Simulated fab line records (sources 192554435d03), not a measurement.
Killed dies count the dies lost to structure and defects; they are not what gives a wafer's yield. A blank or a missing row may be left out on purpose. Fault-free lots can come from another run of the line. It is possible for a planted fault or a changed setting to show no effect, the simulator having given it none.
Lot-split experiment :: flow n5_finfet :: 7 lots, 21 wafers read, on a route of 1938 steps

== THE SPLIT ITSELF ==
At N5_BEOL_M7_EXPOSE_25 (exposes mask V6, target cd 40 nm), the setting dose_mj was moved away from the recipe's 42.5 on 5 of the 21 wafers read, by -6.0% to +7.3%. All remaining wafers had this setting at the recipe value.

== FROM THE SPLIT TO THE READING: what the file shows between them, 2 steps ==
- N5_BEOL_M7_PEB_26: peb time 60 s
- N5_BEOL_M7_DEVELOP_27: develop time 30 s

== THE READING ==
At N5_BEOL_M7_CD_MEAS_28: cd_nm in nanometres, against a target cd of 40 nm. Fault-free wafers of this fab line usually give 39.94 nm, standard deviation 0.25 nm.

wafer: L074.2
tool, chamber at the split: euv_scanner-01, 0
dose_mj as run: 40.67
against the recipe: -4.3%
cd_nm, nm: 39.49
against lot-mates on the recipe: -0.62

wafer: L074.4
tool, chamber at the split: euv_scanner-01, 0
dose_mj as run: 42.5
against the recipe: recipe
cd_nm, nm: 40.01
against lot-mates on the recipe: -

wafer: L074.6
tool, chamber at the split: euv_scanner-01, 0
dose_mj as run: 42.5
against the recipe: recipe
cd_nm, nm: 40.20
against lot-mates on the recipe: -

wafer: L077.1
tool, chamber at the split: euv_scanner-02, 0
dose_mj as run: 45.6
against the recipe: +7.3%
cd_nm, nm: 41.10
against lot-mates on the recipe: +1.33

wafer: L077.4
tool, chamber at the split: euv_scanner-02, 0
dose_mj as run: 42.5
against the recipe: recipe
cd_nm, nm: 39.83
against lot-mates on the recipe: -

wafer: L077.6
tool, chamber at the split: euv_scanner-02, 0
dose_mj as run: 42.5
against the recipe: recipe
cd_nm, nm: 39.71
against lot-mates on the recipe: -

wafer: L078.1
tool, chamber at the split: euv_scanner-02, 0
dose_mj as run: 42.5
against the recipe: recipe
cd_nm, nm: 40.18
against lot-mates on the recipe: -

wafer: L078.2
tool, chamber at the split: euv_scanner-02, 0
dose_mj as run: 42.5
against the recipe: recipe
cd_nm, nm: 39.88
against lot-mates on the recipe: -

wafer: L078.4
tool, chamber at the split: euv_scanner-02, 0
dose_mj as run: 42.5
against the recipe: recipe
cd_nm, nm: 39.77
against lot-mates on the recipe: -

wafer: L082.1
tool, chamber at the split: euv_scanner-02, 0
dose_mj as run: 41.44
against the recipe: -2.5%
cd_nm, nm: 39.41
against lot-mates on the recipe: -0.56

wafer: L082.2
tool, chamber at the split: euv_scanner-02, 0
dose_mj as run: 42.5
against the recipe: recipe
cd_nm, nm: 40.21
against lot-mates on the recipe: -

wafer: L082.3
tool, chamber at the split: euv_scanner-02, 0
dose_mj as run: 42.5
against the recipe: recipe
cd_nm, nm: 39.73
against lot-mates on the recipe: -

wafer: L083.2
tool, chamber at the split: euv_scanner-02, 0
dose_mj as run: 43.37
against the recipe: +2.0%
cd_nm, nm: 40.49
against lot-mates on the recipe: +0.70

wafer: L083.5
tool, chamber at the split: euv_scanner-02, 0
dose_mj as run: 42.5
against the recipe: recipe
cd_nm, nm: 39.93
against lot-mates on the recipe: -

wafer: L083.6
tool, chamber at the split: euv_scanner-02, 0
dose_mj as run: 42.5
against the recipe: recipe
cd_nm, nm: 39.65
against lot-mates on the recipe: -

wafer: L087.1
tool, chamber at the split: euv_scanner-01, 0
dose_mj as run: 39.97
against the recipe: -6.0%
cd_nm, nm: 39.41
against lot-mates on the recipe: -0.93

wafer: L087.2
tool, chamber at the split: euv_scanner-01, 0
dose_mj as run: 42.5
against the recipe: recipe
cd_nm, nm: 40.34
against lot-mates on the recipe: -

wafer: L087.4
tool, chamber at the split: euv_scanner-01, 0
dose_mj as run: 42.5
against the recipe: recipe
cd_nm, nm: 40.33
against lot-mates on the recipe: -

wafer: L093.1
tool, chamber at the split: euv_scanner-01, 0
dose_mj as run: 42.5
against the recipe: recipe
cd_nm, nm: 39.82
against lot-mates on the recipe: -

wafer: L093.3
tool, chamber at the split: euv_scanner-01, 0
dose_mj as run: 42.5
against the recipe: recipe
cd_nm, nm: 39.54
against lot-mates on the recipe: -

wafer: L093.5
tool, chamber at the split: euv_scanner-01, 0
dose_mj as run: 42.5
against the recipe: recipe
cd_nm, nm: 40.15
against lot-mates on the recipe: -

THE FIT
A straight line over all 21 wafers: cd_nm changes by +0.137 nm for each +1% of dose_mj; r = +0.81; the points scatter about the line by 0.25 nm.
The same after taking each lot's own level away (the mean of its wafers on the recipe; 21 wafers): +0.177 nm for each +1%; r = +0.93; scatter 0.18 nm.
That fit puts the effect of the largest move of dose_mj on the reading at 1.3 nm.
The span of the lots' own levels, 39.770 to 40.335 nm, comes to 2.3 times the standard deviation stated above.
So the lot-to-lot level changes the slope: the two fits differ.
Check: for one of the wafers moved furthest among these (+7.3%), held out of the fit, the line's prediction against its lot-mates is +1.3 nm. Against them it came out at +1.33 nm.

== THESE WAFERS: OTHER SPLITS ==
Note: prior to the reading, these wafers also went through further splits. Each is held against what the fit with the lots' levels taken away leaves over:
other split on the same wafers: N5_BEOL_M4_COAT_73 temp_c
wafers away from the commonest value: 7
r with cd_nm (lot level and that fit taken away): -0.21

other split on the same wafers: N5_BEOL_M5_COAT_05 spin_rpm
wafers away from the commonest value: 6
r with cd_nm (lot level and that fit taken away): +0.11

other split on the same wafers: N5_BEOL_M6_PECVD_70 temp_c
wafers away from the commonest value: 5
r with cd_nm (lot level and that fit taken away): +0.01

other split on the same wafers: N5_BEOL_M6_HM_DEP_02 target_thk_a
wafers away from the commonest value: 5
r with cd_nm (lot level and that fit taken away): +0.16

other split on the same wafers: N5_BEOL_M6_TRENCH_ETCH_37 bias_w
wafers away from the commonest value: 6
r with cd_nm (lot level and that fit taken away): -0.02

== THE WHOLE CHAIN: every reading that the file lists as answering this split, in the file's order ==
step: N5_BEOL_M7_CD_MEAS_28
what it does: target cd 40 nm
reading: cd_nm
change (the file's fit): +0.176 nm for each +1% of the setting
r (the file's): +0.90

step: N5_BEOL_M7_DESCUM_33
what it does: chemistry O2, time 7 s
reading: BEOL_M7.cd_nm (the simulator's own value, which no gauge read)
change (the file's fit): +0.231 nm for each +1% of the setting
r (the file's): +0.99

step: N5_BEOL_M7_ETCH_66
what it does: etches SOC in N2/H2, target depth 80 nm, overetch 16 nm, time 120 s
reading: BEOL_M7.cd_nm (the simulator's own value, which no gauge read)
change (the file's fit): +0.218 nm for each +1% of the setting
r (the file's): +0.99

== FILE'S OWN FIT ==
cd_nm changes by +0.176 nm for each +1% of dose_mj, r = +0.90.
